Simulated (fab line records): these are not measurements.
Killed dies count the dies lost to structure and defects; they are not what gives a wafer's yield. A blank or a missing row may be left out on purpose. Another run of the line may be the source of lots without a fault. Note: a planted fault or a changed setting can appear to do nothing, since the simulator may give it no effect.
A single fault, viewed from 2 desks	flow n5-finfet	what lay behind the numbers comes last; until then each desk has only its own

## TOOL OWNER'S DESK, litho-track-05
The tool's own readings at N5_SD_EPI_N_COAT_32 (time 60 s, resist thk 350 nm): means of the sampled wafers that have a number, for each lot that ran on this tool. If a lot's mean is further than 4 standard deviations from the usual mean, the lot is out of limits and carries the mark OUT (the distance appears in the brackets).
Columns: A = heater-power-total-W at N5_SD_EPI_N_COAT_32, usual 500.6 W; B = plate-temp-C at N5_SD_EPI_N_COAT_32, usual 249.99 C
lot	first seen here	A	B
L424	day 3 14:01	501.7	250.11
L433	day 5 21:02	501.5	250.21
L440	day 7 17:57	511.1 (+6.2) OUT	253.80 (+20) OUT
L442	day 8 07:38	509.1 (+5.0) OUT	254.27 (+23) OUT
This desk finds L440, L442 out of limits, L440 being first, at day 7 17:57 (heater-power-total-W at N5_SD_EPI_N_COAT_32). Within limits: L424, L433.

## AT THE METROLOGY DESK
Lot by lot, what the gauges showed, no matter which tool ran the lot: averages of those sampled wafers that carry a number. If a lot's mean is further than 4 standard deviations from the usual mean, the lot is out of limits and carries the mark OUT (the distance appears in the brackets). Of its 10 readings 7 are shown: those that lie furthest out on some lot.
Columns: A = DIBL_N at N5_BEOL_M4_RC_MEAS_101, usual 35.9 mV/V; B = IOFF_P at N5_BEOL_M4_RC_MEAS_101, usual 0.21 nA/um; C = ION_P at N5_BEOL_M4_RC_MEAS_101, usual 461 uA/um; D = SS_N at N5_BEOL_M4_RC_MEAS_101, usual 71.4 mV/dec; E = SS_P at N5_BEOL_M4_RC_MEAS_101, usual 73.2 mV/dec; F = VT_N at N5_BEOL_M4_RC_MEAS_101, usual 249.3 mV; G = VT_P at N5_BEOL_M4_RC_MEAS_101, usual -250 mV
lot	first seen here	A	B	C	D	E	F	G
L422	day 7 17:38	34.8	0.24	475	71.2	73.1	249.3	-244
L424	day 9 00:26	34.6	0.22	468	71.2	72.4	251.5	-247
L425	day 9 04:48	37.0	0.24	460	71.6	73.7	248.8	-247
L431	day 10 05:20	35.8	0.19	458	71.1	72.6	251.6	-251
L433	day 10 16:13	35.0	0.18	452	70.9	73.8	252.5	-256
L440	day 12 12:24	36.6	0.21	458	72.1	73.3	247.6	-249
L443	day 13 03:45	37.7	0.23	465	71.5	73.4	248.6	-250
L442	day 13 21:21	36.7	0.17	447	71.5	73.0	250.3	-256
L445	day 14 04:16	36.4	0.20	459	71.1	73.6	251.7	-252
Finding of this desk: none of the 9 lots has anything out of limits.

## TAKEN TOGETHER
On L440, L442, at day 7 17:57, an alarm was possible from the tool owner's desk.
Metrology desk: nothing out of limits seen.
The metrology desk holds a record of L440, L442, inside its limits.
Of the lots named, all ran N5_SD_EPI_N_COAT_32 on litho-track-05.

## WHAT HAD BEEN PUT IN BY THE SIMULATOR
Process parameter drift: litho-track-05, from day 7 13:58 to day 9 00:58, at N5_SD_EPI_N_COAT_32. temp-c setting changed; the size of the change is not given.
Lots struck among those shown: L440, L442.
Each desk's first reading out of limits, in hours after the fault started: the tool owner's desk, 4.
